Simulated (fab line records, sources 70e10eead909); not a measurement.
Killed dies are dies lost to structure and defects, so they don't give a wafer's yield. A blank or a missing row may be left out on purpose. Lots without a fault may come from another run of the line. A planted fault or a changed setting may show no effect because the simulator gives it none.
fab line records | flow nand_harc
record lots=12 wafers=36 last_day=33
route steps=1302 shown P_BONDPAD@377 A_ZERO_WELL@404 A_ONON_D1@424 END@1302
lots that met no fault: from a run of the same line without faults
start_h: hours from the record's first day to the start of the lot's first wafer shown | wait_h: hours since the lot's step before | " the same as in the row above | L1.1+2: a row that stands for several wafers | - no value, or no start given | * or withheld: withheld | < > ~ a bound
route shown NAME@n: a module of which the file shows steps, and the number in the route of the first | usual: mean/standard deviation of fault-free wafers | same: alike in all rows | chamber/n: place in a boat | sites: the reading at each site | _std_site: their standard deviation | _edge_site: outer sites' mean less inner sites' | radius_mm: how far each site lies from the wafer's centre | mask NAME#n: copy n | behind: the tool/chamber that last shaped the wafer | hold: why the lot was held/for how many hours/how that ended | device: the transistor (n, p or np) that didn't switch | end of line: the same wafers' tests at the end of the route | a step without rows: its recipe alone | killed: dies lost to structure and defects at the first sort, not the wafer's yield | map: a wafer's dies, x killed, . not, _ none there
set.NAME: the setting as run; set.NAME@STEP: as run at that earlier step | model.NAME: the simulator's own value behind a step, which no gauge read
steps of the route over a sample of lots; a table a step, a row a wafer
services: from which hour (start_h, from the record's first day; less than 0 if before it) a tool's chamber was out of use, for how many hours, and why
## steps
# step NHARC_P_BONDPAD_PVD_27
# recipe target_thk_a=300 chamber_pressure_pa=5 power_w=5000 substrate_temp_c=30 time_s=20.49 material=Cu
# usual substrate_temp_c=30.02/0.11 throttle_valve_pct=30.0/0.88
# columns lot.wafer tool chamber start_h wait_h substrate_temp_c throttle_valve_pct
L700.4 pvd_sputter-03 - - - 30.19 29.3
L700.1 " - " " 30.10 29.5
L700.2 " - " " 30.02 28.0
L701.2 pvd_sputter-01 - - - 30.07 30.8
L701.5 " - " " 30.12 31.0
L701.6 " - " " 30.10 30.3
L703.2 pvd_sputter-02 - - - 30.04 30.7
L703.3 " - " " 29.90 28.8
L703.6 " - " " 29.81 30.6
L705.2 pvd_sputter-03 - - - 30.08 29.1
L705.6 " - " " 30.13 30.1
L705.5 " - " " 29.86 29.1
L706.3 pvd_sputter-03 - - - 30.16 30.3
L706.1 " - " " 30.11 29.3
L706.5 " - " " 30.16 29.3
L707.4 pvd_sputter-01 - - - 29.89 29.1
L707.3 " - " " 30.01 30.9
L707.6 " - " " 30.03 30.7
L716.3 pvd_sputter-01 - - - 29.84 30.1
L716.1 " - " " 29.88 30.6
L716.5 " - " " 29.87 30.1
L718.1 pvd_sputter-01 - - - 30.10 30.2
L718.3 " - " " 29.96 30.2
L718.2 " - " " 30.05 30.8
L719.2 pvd_sputter-02 - - - 29.97 30.9
L719.3 " - " " 30.02 28.8
L719.1 " - " " 29.95 32.2
L721.2 pvd_sputter-02 - - - 29.82 30.4
L721.3 " - " " 30.21 30.6
L721.6 " - " " 30.10 30.1
L722.1 pvd_sputter-01 - - - 29.98 29.0
L722.2 " - " " 30.08 29.9
L722.6 " - " " 29.97 28.7
L723.2 pvd_sputter-01 - - - 30.23 28.7
L723.3 " - " " 29.98 30.8
L723.6 " - " " 30.13 28.4
# step NHARC_A_ZERO_WELL_ETCH_19
# recipe target_depth_a=800 overetch_a=240 time_s=87.88 ion_energy_ev=200 n2_flow_sccm=150 h2_flow_sccm=150 ar_flow_sccm=0 rf_w=400 bias_w=150 chemistry=N2/H2
# usual drypump_motor_current_A=5.6/0.45 oes_product_au=1.006/0.0094 rf_vpp_V=429/3 showerhead_plenum_p_Torr=2.00/0.11 throttle_valve_pct=14.170/0.01
# columns lot.wafer tool chamber start_h wait_h drypump_motor_current_A oes_product_au rf_hours_counter_h rf_vpp_V showerhead_plenum_p_Torr throttle_valve_pct
L700.2 rie_diel-03 1 134.12 0.1 5.2 1.009 0 427 1.90 14.166
L700.1 " 3 " " 5.7 0.998 0 429 1.96 14.176
L700.4 " 0 " " 6.2 1.000 1 429 1.96 14.175
L701.2 rie_diel-05 3 149.66 0.1 5.9 1.005 14 433 2.10 14.172
L701.6 " 0 " " 5.4 1.021 - 435 2.19 14.157
L701.5 " 1 " " 6.6 0.992 - 433 2.18 14.154
L703.3 rie_diel-05 3 168.79 0.1 5.9 1.008 17 433 2.09 14.168
L703.2 " 0 " " 5.4 1.012 15 434 2.19 14.164
L703.6 " 3 " " 5.9 1.020 - 433 2.09 14.162
L705.2 rie_diel-03 3 187.54 0.1 5.7 0.991 2 428 1.96 14.159
L705.5 " 2 " " 5.0 1.007 - 429 1.91 14.180
L705.6 " 3 " " 5.7 1.004 - 428 1.96 14.182
L706.1 rie_diel-03 3 202.05 0.1 5.7 1.000 2 428 1.96 14.174
L706.3 " 0 " " 6.2 0.995 2 429 1.96 14.184
L706.5 " 2 " " 5.0 1.002 - 428 1.91 14.186
L707.4 rie_diel-03 0 216.21 0.1 6.2 1.002 2 428 1.96 14.161
L707.3 " 2 " " 5.0 0.998 2 429 1.91 14.162
L707.6 " 0 " " 6.2 0.992 - 430 1.96 14.178
L716.1 rie_diel-05 0 300.16 0.1 5.4 1.015 8 433 2.18 14.184
L716.3 " 2 " " 5.7 1.014 12 427 1.88 14.159
L716.5 " 0 " " 5.4 1.007 - 434 2.18 14.152
L718.3 rie_diel-03 2 324.08 0.1 5.0 1.007 0 428 1.91 14.156
L718.2 " 0 " " 6.2 0.995 0 428 1.96 14.163
L718.1 " 1 " " 5.2 1.017 0 426 1.90 14.169
L719.1 rie_diel-06 2 324.29 0.1 5.0 1.012 1 434 2.20 14.164
L719.2 " 3 " " 5.9 1.003 1 429 1.98 14.185
L719.3 " 0 " " 5.6 0.997 1 429 1.97 14.163
L721.2 rie_diel-03 1 346.91 0.1 5.2 1.017 1 428 1.90 14.156
L721.3 " 3 " " 5.7 1.004 1 429 1.96 14.169
L721.6 " 0 " " 6.2 0.980 - 428 1.96 14.179
L722.1 rie_diel-03 0 361.23 0.1 6.2 0.985 1 428 1.96 14.178
L722.2 " 2 " " 5.0 1.013 1 426 1.91 14.182
L722.6 " 0 " " 6.2 1.001 - 427 1.96 14.171
L723.3 rie_diel-03 0 369.05 0.1 6.2 0.996 2 428 1.96 14.167
L723.2 " 1 " " 5.3 1.023 2 425 1.90 14.166
L723.6 " 0 " " 6.2 0.997 - 428 1.96 14.169
# step NHARC_A_ZERO_WELL_RTA_16
# recipe temp_c=1000 time_s=10
# usual lamp_power_pct=26.7/1.3 wafer_temp_C_max=1004.8/1.4
# columns lot.wafer tool chamber start_h wait_h lamp_power_pct wafer_temp_C_max
L700.1 rtp_anneal-01 0 135.13 - 28.3 1005.4
L700.2 " 0 " " 28.3 1005.7
L700.4 " 0 " " 28.4 1007.3
L701.2 rtp_anneal-01 0 150.69 - 28.4 1005.1
L701.5 " 0 " " 28.3 1007.0
L701.6 " 0 " " 28.4 1008.1
L703.2 rtp_anneal-02 0 169.84 - 25.7 1004.1
L703.3 " 0 " " 25.7 1004.9
L703.6 " 0 " " 25.7 1004.4
L705.2 rtp_anneal-01 0 188.58 - 28.3 1004.9
L705.5 " 0 " " 28.4 1005.3
L705.6 " 0 " " 28.4 1005.3
L706.1 rtp_anneal-02 0 203.06 - 25.7 1004.3
L706.3 " 0 " " 25.7 1003.9
L706.5 " 0 " " 25.7 1003.5
L707.3 rtp_anneal-02 0 217.59 - 25.7 1002.4
L707.4 " 0 " " 25.7 1003.5
L707.6 " 0 " " 25.7 1004.3
L716.1 rtp_anneal-02 0 301.17 - 25.7 1002.9
L716.3 " 0 " " 25.7 1002.4
L716.5 " 0 " " 25.7 1003.3
L718.1 rtp_anneal-02 0 325.20 0.1 25.7 1004.0
L718.2 " 0 " " 25.7 1004.9
L718.3 " 0 " " 25.7 1004.3
L719.1 rtp_anneal-01 0 325.34 - 28.3 1005.9
L719.2 " 0 " " 28.3 1004.7
L719.3 " 0 " " 28.3 1004.8
L721.2 rtp_anneal-01 0 347.96 - 28.3 1007.0
L721.3 " 0 " " 28.3 1006.1
L721.6 " 0 " " 28.4 1005.5
L722.1 rtp_anneal-01 0 362.25 - 28.3 1005.1
L722.2 " 0 " " 28.4 1005.9
L722.6 " 0 " " 28.4 1008.3
L723.2 rtp_anneal-02 0 370.11 - 25.7 1004.6
L723.3 " 0 " " 25.7 1003.1
L723.6 " 0 " " 25.7 1002.7
# step NHARC_A_ONON_D1_DEP_00
# recipe target_thk_a=10000 n2_flow_sccm=2750 n2o_flow_sccm=2000 nh3_flow_sccm=500 sih4_flow_sccm=210 temp_c=400
# columns lot.wafer tool chamber start_h wait_h
L700.1+2+4 pecvd_onon-01 0 154.65 0.1
L701.2+5+6 pecvd_onon-02 0 171.75 0.1
L703.2+3+6 pecvd_onon-04 0 190.74 0.3
L705.2+5+6 pecvd_onon-02 0 214.69 0.1
L706.1+3+5 pecvd_onon-02 0 223.29 0.1
L707.3+4+6 pecvd_onon-02 0 241.92 0.2
L716.1+3+5 pecvd_onon-02 0 322.45 0.1
L718.1+2+3 pecvd_onon-02 0 345.43 0.1
L719.1+2+3 pecvd_onon-01 0 345.43 0.1
L721.2+3+6 pecvd_onon-04 0 367.58 0.1
L722.1+2+6 pecvd_onon-02 0 382.38 0.1
L723.2+3+6 pecvd_onon-02 0 390.98 0.1
# step NHARC_A_ONON_D1_THK_MEAS_02
# recipe thk_meas_gauge=ellipsometry
# usual thk_nm=1002/8.3
# columns lot.wafer tool chamber start_h wait_h thk_nm
L700.1 film_metro-02 - 155.16 - 988
L700.2 " - " " 989
L700.4 " - " " 988
L701.2 film_metro-02 - 172.20 - 1005
L701.5 " - " " 1003
L701.6 " - " " 1006
L703.2 film_metro-01 - 191.19 - 1006
L703.3 " - " " 1006
L703.6 " - " " 1006
L705.2 film_metro-01 - 215.14 - 1004
L705.5 " - " " 1003
L705.6 " - " " 1006
L706.1 film_metro-02 - 223.80 - 653
L706.3 " - " " 655
L706.5 " - " " 652
L707.3 film_metro-01 - 242.32 - 655
L707.4 " - " " 652
L707.6 " - " " 655
L716.1 film_metro-01 - 322.95 - 1004
L716.3 " - " " 1002
L716.5 " - " " 1003
L719.1 film_metro-01 - 345.94 - 1009
L719.2 " - " " 1007
L719.3 " - " " 1006
L718.1 film_metro-02 - 345.94 - 1010
L718.2 " - " " 1008
L718.3 " - " " 1008
L721.2 film_metro-01 - 368.03 - 1009
L721.3 " - " " 1010
L721.6 " - " " 1008
L722.1 film_metro-01 - 382.89 - 1016
L722.2 " - " " 1016
L722.6 " - " " 1016
L723.2 film_metro-02 - 391.43 - 993
L723.3 " - " " 995
L723.6 " - " " 994
# step NHARC_END_SORT_01
# recipe temp_c=25
# usual killed_at_array=55/20 killed_at_other=1.1/1.2 killed_at_periphery=3.8/2.8 killed_dies=60/19 killed_open=3.4/1.9 killed_short=2.2/1.5
# same gross_dies=677
# columns lot.wafer tool chamber start_h wait_h killed_at_array killed_at_other killed_at_periphery killed_dies killed_open killed_short
L707.3 prober-02 0 634.91 3.1 671 6 0 677 5 2
L707.4 prober-02 0 635.71 3.4 672 3 2 677 3 3
L707.6 prober-02 0 637.31 4.0 674 1 2 677 7 2
L706.1 prober-01 0 641.12 2.5 672 1 4 677 4 1
L706.3 prober-01 0 642.75 3.1 671 1 5 677 7 1
L706.5 prober-01 0 644.37 3.7 673 1 3 677 4 1
L719.1 prober-02 0 745.26 2.5 61 0 6 67 6 2
L719.2 prober-02 0 746.05 2.8 62 0 6 68 6 1
L719.3 prober-02 0 746.85 3.1 46 1 3 50 2 2
# killed by level:class
L707.3 A_ONON_D1:area_dep=651 A_CHANNEL_HOLE_D2:chamber_film_flake=7 THIN_TSV:chamber_film_flake=6 A_CHANNEL_HOLE_D1:chamber_film_flake=2 A_DECK1_JOINT:chamber_film_flake=2 A_ONON_D1:geometric_particle:open=1 A_ONON_D1:geometric_particle:short=1 A_CHANNEL_FILL_D1:geometric_particle:open=1
L707.4 A_ONON_D1:area_dep=643 A_CHANNEL_HOLE_D2:chamber_film_flake=14 THIN_TSV:chamber_film_flake=3 A_STAIRCASE:chamber_film_flake=2 A_DECK1_JOINT:geometric_particle:short=2 A_ZERO_WELL:chamber_film_flake=2 A_CHANNEL_HOLE_D1:chamber_film_flake=2 A_SLIT:chamber_film_flake=2
L707.6 A_ONON_D1:area_dep=644 A_CHANNEL_HOLE_D2:chamber_film_flake=14 A_CHANNEL_HOLE_D1:chamber_film_flake=4 A_CHANNEL_FILL_D1:geometric_particle:open=3 A_CONTACT:chamber_film_flake=2 P_CONTACT:geometric_particle:open=1 P_M0:geometric_particle:open=1 A_SOURCE_PLATE:geometric_particle:short=1
L706.1 A_ONON_D1:area_dep=621 A_CHANNEL_HOLE_D1:chamber_film_flake=26 A_CHANNEL_HOLE_D2:chamber_film_flake=15 A_M1:geometric_particle:open=2 P_CONTACT:chamber_film_flake=2 P_CONTACT:geometric_particle:open=1 A_CHANNEL_FILL_D2:geometric_particle:short=1 A_SGD_CUT:geometric_particle:open=1
L706.3 A_ONON_D1:area_dep=606 A_CHANNEL_HOLE_D1:chamber_film_flake=28 A_CHANNEL_HOLE_D2:chamber_film_flake=17 A_CONTACT:chamber_film_flake=3 A_CHANNEL_FILL_D2:chamber_film_flake=3 A_SLIT:chamber_film_flake=3 P_CONTACT:geometric_particle:open=2 A_DECK1_JOINT:chamber_film_flake=2
L706.5 A_ONON_D1:area_dep=613 A_CHANNEL_HOLE_D1:chamber_film_flake=33 A_CHANNEL_HOLE_D2:chamber_film_flake=10 A_CONTACT:chamber_film_flake=3 A_STAIRCASE:chamber_film_flake=3 A_WL_FILL:chamber_film_flake=3 A_DECK1_JOINT:chamber_film_flake=2 A_CHANNEL_FILL_D2:chamber_film_flake=2
L719.1 A_CHANNEL_HOLE_D1:chamber_film_flake=29 A_SLIT:chamber_film_flake=9 A_STAIRCASE:chamber_film_flake=5 A_CONTACT:chamber_film_flake=4 A_M1:chamber_film_flake=4 A_CHANNEL_FILL_D2:geometric_particle:open=2 A_ZERO_WELL:chamber_film_flake=2 A_WL_FILL:chamber_film_flake=2
L719.2 A_CHANNEL_HOLE_D1:chamber_film_flake=37 A_STAIRCASE:chamber_film_flake=7 A_SLIT:chamber_film_flake=7 A_WL_FILL:chamber_film_flake=3 A_CHANNEL_FILL_D1:geometric_particle:open=2 P_STI:chamber_film_flake=2 P_CONTACT:geometric_particle:open=1 A_ONON_D1:geometric_particle:open=1
L719.3 A_CHANNEL_HOLE_D1:chamber_film_flake=28 A_SLIT:chamber_film_flake=6 A_STAIRCASE:chamber_film_flake=4 P_GATE:chamber_film_flake=2 A_WL_FILL:chamber_film_flake=2 A_ONON_D1:geometric_particle:short=1 A_ONON_D2:geometric_particle:open=1 A_M0:geometric_particle:open=1
## services
# columns tool chamber start_h hours kind
pvd_sputter-01 - 111.53 11.3 repair
pvd_sputter-02 - 130.67 2.3 repair
pvd_sputter-01 - 157.24 1.8 repair
rie_diel-03 - 167.53 1.0 repair
pvd_sputter-01 - 168.93 4.1 repair
rie_diel-03 - 169.19 0.6 repair
pvd_sputter-03 - 170.04 10.0 pm
pecvd_onon-02 - 185.00 13.0 pm
rie_diel-05 3 218.54 3.7 repair
pvd_sputter-01 - 223.04 2.9 repair
pvd_sputter-01 - 226.67 10.0 pm
rie_diel-05 - 229.61 9.0 pm
rie_diel-05 0 262.89 11.6 repair
pvd_sputter-02 - 269.72 1.4 repair
rie_diel-03 - 281.30 9.0 pm
pvd_sputter-02 - 282.96 10.0 pm
rie_diel-05 0 291.78 5.0 repair
rie_diel-03 - 296.61 5.7 repair
rie_diel-03 3 323.72 14.0 repair
rie_diel-05 2 323.93 10.6 repair
pvd_sputter-03 - 346.75 0.9 repair
pvd_sputter-03 - 348.04 10.0 pm
pecvd_onon-02 - 366.00 13.0 pm
rtp_anneal-01 - 372.00 12.0 pm
## key
first_sign step=NHARC_A_ONON_D1_THK_MEAS_02 reading=thk_nm direction=down sigmas=42 usual=1002 struck=654
effect step=NHARC_END_SORT_01 reading=killed_dies direction=up sigmas=32 usual=60 struck=677
more_kills_born_at NHARC_A_ONON_D1_DEP_00@pecvd_onon-02=3778
met_at NHARC_A_ONON_D1_DEP_00
struck_lots L706,L707
later_rows_left_out L706.1,L706.3,L706.5,L707.3,L707.4,L707.6
tester_left_out L706,L707
not_acting_at NHARC_P_BONDPAD_PVD_27,NHARC_A_ZERO_WELL_ETCH_19,NHARC_A_ZERO_WELL_RTA_16
onset_between 214.69 223.29
fault kind=process_parameter_drift tool=pecvd_onon-02 chamber=- onset_h=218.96 steps=NHARC_A_ONON_D1_DEP_00 channel=target_thk_a offset=* shape=step end_h=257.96 acts_in=* stated=*
# tester_left_out: of these lots the tester's yield and bins aren't shown, on N5 and GAA mostly nor the transistor test; their killed dies are dies lost to structure and defects alone, not to doping, threshold or leakage, so they don't give the yield
# later_rows_left_out: the simulator's readings of these wafers behind a module that went badly wrong aren't trusted and aren't shown, but for the sort
